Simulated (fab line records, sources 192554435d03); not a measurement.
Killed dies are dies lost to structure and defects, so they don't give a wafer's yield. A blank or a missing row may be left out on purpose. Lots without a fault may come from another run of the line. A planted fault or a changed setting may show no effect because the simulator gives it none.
One fault seen from 2 desks | flow n5_finfet | each desk has only its own numbers; what lay behind them comes last

THE DEFECT DESK
What the inspections along the route counted, lot by lot: means of the sampled wafers that have a number. A lot is out of limits, marked OUT, if its mean lies more than 4 standard deviations from the usual mean; the brackets give that distance.
Columns: A = raw_defect_count at N5_WELL_APT_INSPECT_10, usual 2.1
lot  | first seen here | A
L831 | day 2 13:37     | 2.7
L832 | day 2 20:02     | 2.3
L833 | day 3 01:52     | 1.3
L834 | day 3 07:37     | 2.3
L835 | day 3 13:44     | 2.7
L838 | day 4 07:59     | 4.0
L841 | day 5 01:50     | 2.3
L844 | day 5 19:57     | 2.0
L847 | day 6 13:37     | 2.0
L849 | day 7 01:53     | 2.0
L850 | day 7 07:38     | 3.3
This desk's finding: nothing out of limits on any of the 11 lots.

THE TOOL OWNER'S DESK: litho_track-02
The tool's own readings at N5_WELL_APT_COAT_02 (resist thk 950 nm): means of the sampled wafers that have a number, for each lot that ran on this tool. A lot is out of limits, marked OUT, if its mean lies more than 4 standard deviations from the usual mean; the brackets give that distance.
Columns: A = dispense_pressure_kPa at N5_WELL_APT_COAT_02, usual 52.2 kPa; B = spin_speed_rpm at N5_WELL_APT_COAT_02, usual 1357.0 rpm
lot  | first seen here | A    | B
L831 | day 2 13:17     | 54.8 | 1355.9
L832 | day 2 19:35     | 54.8 | 1357.0
L834 | day 3 07:17     | 54.8 | 1115.0 (-99 or more) OUT
L838 | day 4 07:32     | 54.8 | 1114.4 (-99 or more) OUT
L850 | day 7 07:19     | 54.8 | 1357.4
This desk's finding: out of limits on L834, L838; first on L834, day 3 07:17 (spin_speed_rpm at N5_WELL_APT_COAT_02). In limits: L831, L832, L850.

PUT TOGETHER
The tool owner's desk could have raised an alarm at day 3 07:17, on L834, L838.
The defect desk saw nothing out of limits.
The defect desk has L834, L838 on record, within its limits.
Of the lots named, all ran N5_WELL_APT_COAT_02 on litho_track-02.

WHAT THE SIMULATOR HAD PUT IN
Process parameter drift: litho_track-02, from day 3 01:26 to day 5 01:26, at N5_WELL_APT_COAT_02. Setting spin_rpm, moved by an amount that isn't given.
Lots struck among those shown: L834, L838.
Hours from the fault's start to each desk's first reading out of limits: the tool owner's desk, 6.
